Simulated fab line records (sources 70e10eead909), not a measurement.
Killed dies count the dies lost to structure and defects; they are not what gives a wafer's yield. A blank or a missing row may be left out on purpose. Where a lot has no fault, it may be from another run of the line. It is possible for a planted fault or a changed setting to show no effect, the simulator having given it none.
Matching of chambers ; flow nand harc ; ald hk-01 running NHARC_A_CHANNEL_FILL_D1_ALD_02: 4 sister chambers
The step deposits SiO2, target thk 6 nm, pulse time 10 s, ald cycles 60. 14 wafers are shown with their chamber, then 7 later ones without.

WAFERS WITH THEIR CHAMBER
wafer;chamber;heater power w (W);precursor pulse height rel
L140.1;1;523;1.005
L140.3;3;546;0.998
L140.6;2;408;0.978
L144.2;3;565;1.000
L144.3;1;517;1.002
L144.4;2;408;0.997
L148.2;3;525;0.971
L148.3;0;399;1.009
L148.6;2;416;0.986
L156.4;2;412;1.001
L156.5;2;412;0.986
L156.6;3;528;0.998
L154.1;3;532;0.972
L154.3;2;413;0.999

SIGNATURES, as means of the wafers listed above
reading;chamber 0;chamber 1;chamber 2;chamber 3;scatter within a chamber
heater power w;399.00;520.00;411.50;539.20;10.8
precursor pulse height rel;1.00900;1.00350;0.99117;0.98780;0.0115
Rule: a wafer lies at a distance from a chamber equal to the root of the sum of squares, over the readings, of (its reading less the chamber's mean, divided by the reading's scatter). If the next closest chamber is less than 2 further off than the closest, the wafer can't be placed; otherwise it belongs to the closest. The scatter: the root of (the sum of the squares of (reading less its chamber's mean) over the shown wafers, divided by (wafers less chambers)).

WAFERS WITH NO CHAMBER GIVEN
wafer;heater power w (W);precursor pulse height rel
L154.4;509;0.982
L158.1;512;1.037
L158.2;419;0.938
L158.4;532;1.014
L160.1;403;0.994
L160.5;537;1.006
L160.6;394;0.982

THE CHAMBER EACH PASSED THROUGH
wafer;from the rows above;in truth
L154.4;can't be placed: 1 or 3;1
L158.1;can't be placed: 1 or 3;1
L158.2;can't be placed: 2 or 0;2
L158.4;can't be placed: 1 or 3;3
L160.1;can't be placed: 2 or 0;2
L160.5;can't be placed: 1 or 3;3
L160.6;can't be placed: 2 or 0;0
Correctly placed: 0 of 7. From these rows, 7 cannot be placed; in 7 the true chamber is one of the candidates. Number placed wrongly: 0.
